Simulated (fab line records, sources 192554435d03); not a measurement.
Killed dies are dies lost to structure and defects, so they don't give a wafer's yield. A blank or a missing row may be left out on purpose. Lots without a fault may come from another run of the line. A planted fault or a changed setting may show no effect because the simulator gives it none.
Chamber matching | flow n5_finfet | N5_BEOL_M7_STRIP_19 on rie_diel-03: 4 sister chambers
The step strips in O2. 4 wafers are shown with their chamber, then 10 later ones without.

WAFERS WITH THEIR CHAMBER
wafer  | chamber | drypump_motor_current_A (A)
L086.5 | 3       | 5.2
L089.6 | 1       | 5.1
L090.1 | 2       | 5.9
L090.2 | 0       | 5.4

WAFERS WITHOUT THEIR CHAMBER
wafer  | drypump_motor_current_A (A)
L090.3 | 5.2
L092.1 | 5.1
L092.4 | 5.4
L092.6 | 5.2
L096.1 | 5.2
L096.2 | 5.1
L096.6 | 5.2
L097.1 | 5.8
L097.3 | 5.4
L097.5 | 5.2

WHICH CHAMBER EACH WENT THROUGH
wafer  | from the rows above | in truth
L090.3 | 3                   | 3
L092.1 | 1                   | 1
L092.4 | 0                   | 0
L092.6 | 3                   | 3
L096.1 | 3                   | 3
L096.2 | 1                   | 1
L096.6 | 3                   | 3
L097.1 | 2                   | 2
L097.3 | 0                   | 0
L097.5 | 3                   | 3
Placed correctly: 10 of 10. Can't be placed from these rows: 0. Placed wrongly: 0.
How it was worked out, from the rows above alone: a wafer's distance from a chamber is the root of the sum, over the readings, of the square of ((its reading less the chamber's mean) divided by the reading's scatter). The wafer belongs to the nearest chamber; if the next one is less than 2 further off, it can't be placed. A chamber's mean is the mean of its shown wafers. The scatter: with one shown wafer a chamber, the root of the mean of the squares of how far each hidden wafer lies from its nearest shown one.
